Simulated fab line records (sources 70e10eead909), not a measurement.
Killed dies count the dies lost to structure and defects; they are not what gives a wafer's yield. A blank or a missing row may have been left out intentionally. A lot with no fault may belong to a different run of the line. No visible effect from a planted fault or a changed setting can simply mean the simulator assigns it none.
Chamber matching | flow nandHarc | NHARC_A_CONTACT_CMP_20 on cmp-02: 4 sister chambers
The step polishes, t overpolish 30 s, target thk 300 nm. 4 wafers are shown with their chamber, then 7 later ones without.

WAFERS, EACH WITH ITS CHAMBER
wafer  | chamber | motorCurrentA (A)
L827.6 | 0       | 11.8
L829.4 | 2       | 12.2
L843.1 | 1       | 12.3
L843.2 | 3       | 13.1

WAFERS WHOSE CHAMBER IS MISSING
wafer  | motorCurrentA (A)
L843.3 | 12.7
L842.1 | 12.4
L842.2 | 12.1
L842.4 | 13.0
L844.1 | 13.2
L844.3 | 12.1
L844.4 | 11.4

WHICH CHAMBER EACH ONE RAN IN
wafer  | from the rows above          | in truth
L843.3 | can't be placed: 1 or 3 or 2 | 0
L842.1 | can't be placed: 1 or 2      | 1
L842.2 | can't be placed: 2 or 1 or 0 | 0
L842.4 | 3                            | 3
L844.1 | 3                            | 3
L844.3 | can't be placed: 2 or 1 or 0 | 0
L844.4 | can't be placed: 0 or 2      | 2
Placed correctly: 2 of 7. From these rows, 5 cannot be placed; in 4 the true chamber is one of the candidates. Placed wrongly: 0.
How it was worked out, from the rows above alone: a wafer's distance from a chamber is the root of the sum, over the readings, of the square of ((its reading less the chamber's mean) divided by the reading's scatter). If the next closest chamber is less than 2 further off than the closest, the wafer can't be placed; otherwise it belongs to the closest. The mean given for a chamber averages the wafers shown for that chamber. The scatter: root of mean squared gap, hidden wafer to nearest shown wafer, with one shown wafer a chamber.
